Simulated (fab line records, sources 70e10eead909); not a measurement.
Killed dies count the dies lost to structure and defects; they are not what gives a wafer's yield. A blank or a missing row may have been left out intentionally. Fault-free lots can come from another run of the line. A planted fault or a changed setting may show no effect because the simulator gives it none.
fab line records ; flow nand-harc
record: lots: 13; wafers: 39; last-day: 24
route steps=1159 shown P_STI@91 P_GATE@142 END@1159
lots with no fault: from the same line, run without faults
start-h: hours from the record's first day to the start of the lot's first wafer shown ; wait-h: how many hours have passed since the lot's step before this one ; " unchanged from the row above ; L1.1+2: a single row standing in for several wafers ; - value missing, or start not given ; * or withheld: withheld ; < > ~ a bound
route shown NAME@n: names a module that has steps shown in the file, with the first one's number in the route ; usual: the fault-free wafers' mean and standard deviation ; same: alike in all rows ; chamber/n: place in a boat ; sites: each site's reading ; _std_site: standard deviation of those values ; _edge_site: the outer-site mean with the inner-site mean subtracted ; radius-mm: how far each site lies from the wafer's centre ; mask NAME#n: copy n ; behind: the tool/chamber that last shaped the wafer ; hold: the reason the lot was held/the length of the hold in hours/how it ended ; device: the n, p or np transistor that did not switch ; end of line: the route-end tests of the same wafers ; for a step that has no rows: nothing shown but its recipe ; killed: dies that structure and defects cost at the first sort, which is not the same as the wafer's yield ; map: a wafer's dies, x killed, . not, _ none there
set.NAME: setting as actually run; set.NAME@STEP: the setting as run at that earlier step ; model.NAME: the simulator's own value behind a step, which no gauge read
the route's steps for a sample of lots (tables are steps, rows are wafers)
services: when a tool's chamber went out of use (start-h, in hours from the record's first day, below 0 if earlier), for how many hours, and the reason
== steps ==
step: NHARC_P_STI_CD_MEAS_16
usual: cd-nm: 199/3.8
lot.wafer;tool;chamber;start-h;wait-h;cd-nm
L858.1;cd-sem-01;-;39.03;-;195
L858.2;cd-sem-01;-;39.03;-;194
L858.3;cd-sem-01;-;39.03;-;196
L859.2;cd-sem-02;-;39.20;-;202
L859.3;cd-sem-02;-;39.20;-;203
L859.4;cd-sem-02;-;39.20;-;198
L860.2;cd-sem-03;-;49.14;-;200
L860.5;cd-sem-03;-;49.14;-;202
L860.6;cd-sem-03;-;49.14;-;195
L861.1;cd-sem-03;-;54.09;-;196
L861.3;cd-sem-03;-;54.09;-;198
L861.4;cd-sem-03;-;54.09;-;207
L862.2;cd-sem-01;-;59.37;-;207
L862.5;cd-sem-01;-;59.37;-;199
L862.6;cd-sem-01;-;59.37;-;203
L865.1;cd-sem-01;-;79.53;-;205
L865.2;cd-sem-01;-;79.53;-;203
L865.5;cd-sem-01;-;79.53;-;201
L866.1;cd-sem-03;-;87.52;-;198
L866.2;cd-sem-03;-;87.52;-;201
L866.5;cd-sem-03;-;87.52;-;197
L868.4;cd-sem-01;-;97.13;-;202
L868.5;cd-sem-01;-;97.13;-;196
L868.6;cd-sem-01;-;97.13;-;202
L874.1;cd-sem-02;-;130.58;-;202
L874.4;cd-sem-02;-;130.58;-;198
L874.6;cd-sem-02;-;130.58;-;199
L876.1;cd-sem-03;-;143.68;-;200
L876.2;cd-sem-03;-;143.68;-;206
L876.6;cd-sem-03;-;143.68;-;204
L877.1;cd-sem-02;-;149.63;-;194
L877.3;cd-sem-02;-;149.63;-;189
L877.6;cd-sem-02;-;149.63;-;197
L879.3;cd-sem-03;-;158.55;-;203
L879.4;cd-sem-03;-;158.55;-;198
L879.5;cd-sem-03;-;158.55;-;200
L878.2;cd-sem-02;-;158.59;-;194
L878.4;cd-sem-02;-;158.59;-;199
L878.5;cd-sem-02;-;158.59;-;195
step: NHARC_P_STI_CMP_21
recipe: t-overpolish-s: 20; target-thk-nm: 380.67
usual: motor-current-A: 11.8/0.94; overpolish-run-s: 20.001/0.0091
lot.wafer;tool;chamber;start-h;wait-h;motor-current-A;overpolish-run-s
L858.2;cmp-04;0;59.71;0.4;10.8;19.995
L858.3;cmp-04;1;59.71;0.4;13.5;19.997
L858.1;cmp-04;2;59.71;0.4;14.1;19.989
L859.3;cmp-01;3;59.75;0.4;11.1;19.985
L859.2;cmp-01;0;59.75;0.4;10.9;19.989
L859.4;cmp-01;1;59.75;0.4;12.5;20.009
L860.2;cmp-04;3;67.97;0.4;12.0;19.995
L860.5;cmp-04;1;67.97;0.4;13.6;19.999
L860.6;cmp-04;2;67.97;0.4;14.0;19.992
L861.3;cmp-04;0;75.75;0.4;11.1;20.003
L861.4;cmp-04;2;75.75;0.4;13.6;19.995
L861.1;cmp-04;3;75.75;0.4;11.7;19.990
L862.2;cmp-03;3;75.82;0.4;12.6;19.991
L862.6;cmp-03;0;75.82;0.4;11.4;20.010
L862.5;cmp-03;1;75.82;0.4;11.4;20.000
L865.1;cmp-03;3;100.22;0.4;12.2;19.998
L865.2;cmp-03;0;100.22;0.4;10.9;19.994
L865.5;cmp-03;3;100.22;0.4;11.7;20.002
L866.1;cmp-03;2;110.54;0.4;11.6;20.000
L866.2;cmp-03;0;110.54;0.4;11.3;19.995
L866.5;cmp-03;1;110.54;0.4;11.3;20.005
L868.4;cmp-04;2;115.15;0.4;14.0;20.008
L868.6;cmp-04;0;115.15;0.4;10.9;20.004
L868.5;cmp-04;1;115.15;0.4;12.1;20.006
L874.4;cmp-03;1;148.57;0.4;11.6;19.997
L874.1;cmp-03;0;148.57;0.4;11.0;20.014
L874.6;cmp-03;2;148.57;0.4;11.0;20.011
L876.1;cmp-04;1;161.75;0.4;13.6;19.991
L876.2;cmp-04;2;161.75;0.4;14.3;20.011
L876.6;cmp-04;1;161.75;0.4;13.8;20.013
L877.3;cmp-03;3;169.53;0.4;12.2;19.996
L877.1;cmp-03;2;169.53;0.4;12.0;19.986
L877.6;cmp-03;3;169.53;0.4;12.1;20.004
L878.4;cmp-04;0;181.22;0.4;10.7;20.005
L878.2;cmp-04;3;181.22;0.4;11.8;20.009
L878.5;cmp-04;1;181.22;0.4;13.1;19.996
L879.4;cmp-03;0;181.23;0.4;11.4;20.009
L879.3;cmp-03;2;181.23;0.4;11.4;19.994
L879.5;cmp-03;0;181.23;0.4;11.6;19.992
step: NHARC_P_GATE_OVL_MEAS_27
usual: overlay-x-nm: -0.3/0.87; overlay-y-nm: 0.3/0.79
lot.wafer;tool;chamber;start-h;wait-h;overlay-x-nm;overlay-y-nm
L858.1;overlay-02;-;94.40;-;-0.5;0.5
L858.2;overlay-02;-;94.40;-;-1.1;0.2
L858.3;overlay-02;-;94.40;-;-1.4;-0.5
L859.2;overlay-02;-;94.93;-;0.8;-0.2
L859.3;overlay-02;-;94.93;-;0.8;-0.2
L859.4;overlay-02;-;94.93;-;0.7;-0.8
L860.2;overlay-01;-;102.80;-;-0.8;1.5
L860.5;overlay-01;-;102.80;-;-0.7;1.5
L860.6;overlay-01;-;102.80;-;-0.6;0.9
L861.1;overlay-02;-;106.07;-;-1.1;-0.9
L861.3;overlay-02;-;106.07;-;-1.6;-0.7
L861.4;overlay-02;-;106.07;-;-0.7;-0.9
L862.2;overlay-02;-;106.51;-;-1.2;-0.2
L862.5;overlay-02;-;106.51;-;-1.0;0.2
L862.6;overlay-02;-;106.51;-;-1.2;-0.1
L865.1;overlay-01;-;131.55;-;0.6;1.0
L865.2;overlay-01;-;131.55;-;0.1;0.5
L865.5;overlay-01;-;131.55;-;0.6;0.3
L866.1;overlay-01;-;142.01;-;0.4;0.6
L866.2;overlay-01;-;142.01;-;0.4;0.6
L866.5;overlay-01;-;142.01;-;0.1;0.6
L868.4;overlay-02;-;148.12;-;-0.3;2.0
L868.5;overlay-02;-;148.12;-;-0.1;1.0
L868.6;overlay-02;-;148.12;-;0.1;1.5
L874.1;overlay-01;-;185.65;-;-1.4;1.0
L874.4;overlay-01;-;185.65;-;-0.9;0.7
L874.6;overlay-01;-;185.65;-;-0.8;0.9
L876.1;overlay-02;-;196.88;-;-1.1;0.1
L876.2;overlay-02;-;196.88;-;-0.4;0.2
L876.6;overlay-02;-;196.88;-;-0.4;0.4
L877.1;overlay-02;-;203.95;-;-0.5;1.5
L877.3;overlay-02;-;203.95;-;0.3;1.7
L877.6;overlay-02;-;203.95;-;0.1;1.7
L878.2;overlay-01;-;211.91;-;0.5;-0.9
L878.4;overlay-01;-;211.91;-;-0.2;-0.4
L878.5;overlay-01;-;211.91;-;0.0;-0.6
L879.3;overlay-02;-;212.07;-;1.1;0.2
L879.4;overlay-02;-;212.07;-;1.4;-0.6
L879.5;overlay-02;-;212.07;-;0.9;-0.6
step: NHARC_P_GATE_EXPOSE_43
recipe: na: 0.6; target-cd-nm: 720; dose-mj: 14.81; mask-id: P_NSD
same: na: 0.6
lot.wafer;tool;chamber;start-h;wait-h;mask
L858.1+2+3;krf-scanner-04;0;106.21;-;P_NSD#0
L859.2+3+4;krf-scanner-03;0;106.52;-;P_NSD#0
L860.2+5+6;krf-scanner-04;0;114.58;-;P_NSD#0
L861.1+3+4;krf-scanner-01;0;117.96;-;P_NSD#0
L862.2+5+6;krf-scanner-01;0;118.20;-;P_NSD#0
L865.1+2+5;krf-scanner-01;0;143.36;-;P_NSD#0
L866.1+2+5;krf-scanner-04;0;159.02;-;P_NSD#0
L868.4+5+6;krf-scanner-01;0;160.60;-;P_NSD#0
L874.1+4+6;krf-scanner-03;0;197.43;-;P_NSD#0
L876.1+2+6;krf-scanner-04;0;209.24;-;P_NSD#0
L877.1+3+6;krf-scanner-04;0;216.31;-;P_NSD#0
L878.2+4+5;krf-scanner-04;0;223.61;-;P_NSD#0
L879.3+4+5;krf-scanner-01;0;224.08;-;P_NSD#0
step: NHARC_P_GATE_CD_MEAS_46
recipe: target-cd-nm: 720; landing-energy-ev: 500
usual: cd-nm: 720.6/2.1
lot.wafer;tool;chamber;start-h;wait-h;hold;cd-nm
L858.1;cd-sem-01;0;106.37;-;-;719.3
L858.2;cd-sem-01;0;106.37;-;-;719.8
L858.3;cd-sem-01;0;106.37;-;-;722.3
L859.2;cd-sem-03;0;106.68;-;-;724.5
L859.3;cd-sem-03;0;106.68;-;-;721.7
L859.4;cd-sem-03;0;106.68;-;-;723.5
L860.2;cd-sem-01;0;114.74;-;-;719.5
L860.5;cd-sem-01;0;114.74;-;-;718.6
L860.6;cd-sem-01;0;114.74;-;-;720.8
L861.1;cd-sem-01;0;118.11;-;-;719.5
L861.3;cd-sem-01;0;118.11;-;-;718.3
L861.4;cd-sem-01;0;118.11;-;-;720.6
L862.2;cd-sem-01;0;118.35;-;-;722.0
L862.5;cd-sem-01;0;118.35;-;-;721.5
L862.6;cd-sem-01;0;118.35;-;-;722.8
L865.1;cd-sem-03;0;143.52;-;await-dispo/0.2h/release;723.0
L865.2;cd-sem-03;0;143.52;-;await-dispo/0.2h/release;726.0
L865.5;cd-sem-03;0;143.52;-;await-dispo/0.2h/release;724.1
L865.1;cd-sem-03;0;-;-;-;723.2
L865.2;cd-sem-03;0;-;-;-;726.0
L865.5;cd-sem-03;0;-;-;-;724.2
L866.1;cd-sem-01;0;159.18;-;-;721.9
L866.2;cd-sem-01;0;159.18;-;-;720.6
L866.5;cd-sem-01;0;159.18;-;-;719.8
L868.4;cd-sem-02;0;160.75;-;await-dispo/0.2h/release;727.0
L868.5;cd-sem-02;0;160.75;-;await-dispo/0.2h/release;728.8
L868.6;cd-sem-02;0;160.75;-;await-dispo/0.2h/release;723.3
L868.4;cd-sem-02;0;-;-;-;726.8
L868.5;cd-sem-02;0;-;-;-;729.0
L868.6;cd-sem-02;0;-;-;-;723.1
L874.1;cd-sem-03;0;197.58;-;-;721.2
L874.4;cd-sem-03;0;197.58;-;-;718.4
L874.6;cd-sem-03;0;197.58;-;-;721.8
L876.1;cd-sem-03;0;209.41;-;-;716.5
L876.2;cd-sem-03;0;209.41;-;-;720.1
L876.6;cd-sem-03;0;209.41;-;-;717.1
L877.1;cd-sem-02;0;216.47;-;-;721.0
L877.3;cd-sem-02;0;216.47;-;-;721.5
L877.6;cd-sem-02;0;216.47;-;-;721.8
L878.2;cd-sem-01;0;223.77;-;-;719.0
L878.4;cd-sem-01;0;223.77;-;-;719.6
L878.5;cd-sem-01;0;223.77;-;-;720.2
L879.3;cd-sem-03;0;224.23;-;-;718.7
L879.4;cd-sem-03;0;224.23;-;-;719.6
L879.5;cd-sem-03;0;224.23;-;-;717.2
step: NHARC_END_SORT_01
recipe: temp-c: 25
usual: killed-at-array: 26/9.1; killed-at-other: 0.7/0.9; killed-at-periphery: 3.6/2.8; killed-dies: 30/9.2; killed-open: 3.0/1.9; killed-short: 2.0/1.4
same: gross-dies: 677
lot.wafer;tool;chamber;start-h;wait-h;killed-at-array;killed-at-other;killed-at-periphery;killed-dies;killed-open;killed-short
L865.1;prober-02;0;521.06;2.5;25;1;2;28;6;3
L865.2;prober-02;0;521.87;2.8;21;3;1;25;3;0
L865.5;prober-02;0;524.28;3.7;23;5;6;34;3;2
L868.4;prober-01;0;525.73;3.4;26;1;4;31;8;0
L868.5;prober-01;0;526.52;3.7;26;0;1;27;3;2
L868.6;prober-01;0;527.32;4.0;18;1;3;22;3;2
killed by level:class
L865.1 A_CHANNEL_HOLE_D1:chamber-film-flake=13 A_ONON_D1:geometric-particle:open=2 A_CONTACT:geometric-particle:open=2 A_CONTACT:chamber-film-flake=2 P_GATE:geometric-particle:open=1 A_ONON_D1:geometric-particle:short=1 A_WL_FILL:geometric-particle:short=1 A_CONTACT:geometric-particle:short=1
L865.2 A_CHANNEL_HOLE_D1:chamber-film-flake=12 A_CONTACT:chamber-film-flake=3 THIN_TSV:chamber-film-flake=3 A_STAIRCASE:chamber-film-flake=2 P_CONTACT:geometric-particle:open=1 A_BLC:geometric-particle:open=1 A_M0:geometric-particle:open=1 A_ZERO_WELL:chamber-film-flake=1
L865.5 A_CHANNEL_HOLE_D1:chamber-film-flake=13 P_STI:chamber-film-flake=5 THIN_TSV:chamber-film-flake=5 A_STAIRCASE:chamber-film-flake=4 A_WL_FILL:geometric-particle:open=2 A_CHANNEL_FILL_D1:geometric-particle:short=1 A_WL_FILL:geometric-particle:short=1 A_CONTACT:geometric-particle:open=1
L868.4 A_SLIT:chamber-film-flake=10 A_CHANNEL_HOLE_D1:chamber-film-flake=6 A_STAIRCASE:chamber-film-flake=5 A_CONTACT:geometric-particle:open=2 P_CONTACT:geometric-particle:open=1 P_M0:geometric-particle:open=1 P_M1:geometric-particle:open=1 P_M2:geometric-particle:open=1
L868.5 A_SLIT:chamber-film-flake=14 A_CONTACT:geometric-particle:open=2 A_CHANNEL_HOLE_D1:chamber-film-flake=2 A_STAIRCASE:chamber-film-flake=2 A_ONON_D1:geometric-particle:short=1 A_CONTACT:geometric-particle:short=1 A_BLC:geometric-particle:open=1 P_GATE:chamber-film-flake=1
L868.6 A_SLIT:chamber-film-flake=9 A_CHANNEL_HOLE_D1:chamber-film-flake=4 A_CONTACT:geometric-particle:open=2 P_M0:geometric-particle:open=1 A_SLIT:geometric-particle:short=1 A_M0:geometric-particle:short=1 P_STI:chamber-film-flake=1 P_GATE:chamber-film-flake=1
== services ==
tool;chamber;start-h;hours;kind
cmp-04;-;39.57;1.7;repair
cmp-03;-;45.11;19.7;repair
cmp-03;-;64.86;4.0;pm
cmp-01;-;81.50;4.0;pm
krf-scanner-01;-;84.00;4.0;pm
cmp-04;-;105.00;4.0;pm
cmp-04;-;125.14;0.7;repair
krf-scanner-04;-;126.00;4.0;pm
krf-scanner-01;-;133.51;0.7;repair
krf-scanner-03;-;133.60;0.2;repair
krf-scanner-01;-;135.99;4.1;repair
cmp-04;-;141.47;1.0;repair
cmp-04;-;148.04;2.2;repair
krf-scanner-01;-;150.96;0.6;repair
krf-scanner-01;-;161.36;2.8;repair
cmp-03;-;162.86;4.0;pm
cmp-01;-;165.91;3.8;repair
krf-scanner-03;-;168.00;4.0;pm
cmp-01;-;179.50;4.0;pm
krf-scanner-04;-;182.24;1.3;repair
cmp-01;-;188.82;0.6;repair
cmp-04;-;201.08;4.0;repair
cmp-03;-;208.71;1.1;repair
cmp-04;-;212.70;1.4;repair
== key ==
first-sign: step: NHARC_P_GATE_CD_MEAS_46; reading: visit; direction: added
effect: step: NHARC_P_GATE_CD_MEAS_46; reading: cd-nm; direction: up; sigmas: 2.2; usual: 720.6; struck: 725.4; wafers-moved: 4
met-at NHARC_P_GATE_EXPOSE_43
struck-lots L865,L868
tester-left-out L865,L868
not-acting-at NHARC_P_STI_CD_MEAS_16,NHARC_P_STI_CMP_21,NHARC_P_GATE_OVL_MEAS_27
onset-between 118.20 143.36
fault: kind: process-parameter-drift; tool: krf-scanner-01; chamber: -; onset-h: 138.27; steps: NHARC_P_GATE_EXPOSE_43; channel: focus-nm; offset: 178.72; spread-by-wafer: 0.3; shape: step; end-h: 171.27
tester-left-out: of these lots the tester's yield and bins aren't shown, on N5 and GAA mostly nor the transistor test; their killed dies are dies lost to structure and defects alone, not to doping, threshold or leakage, so they don't give the yield
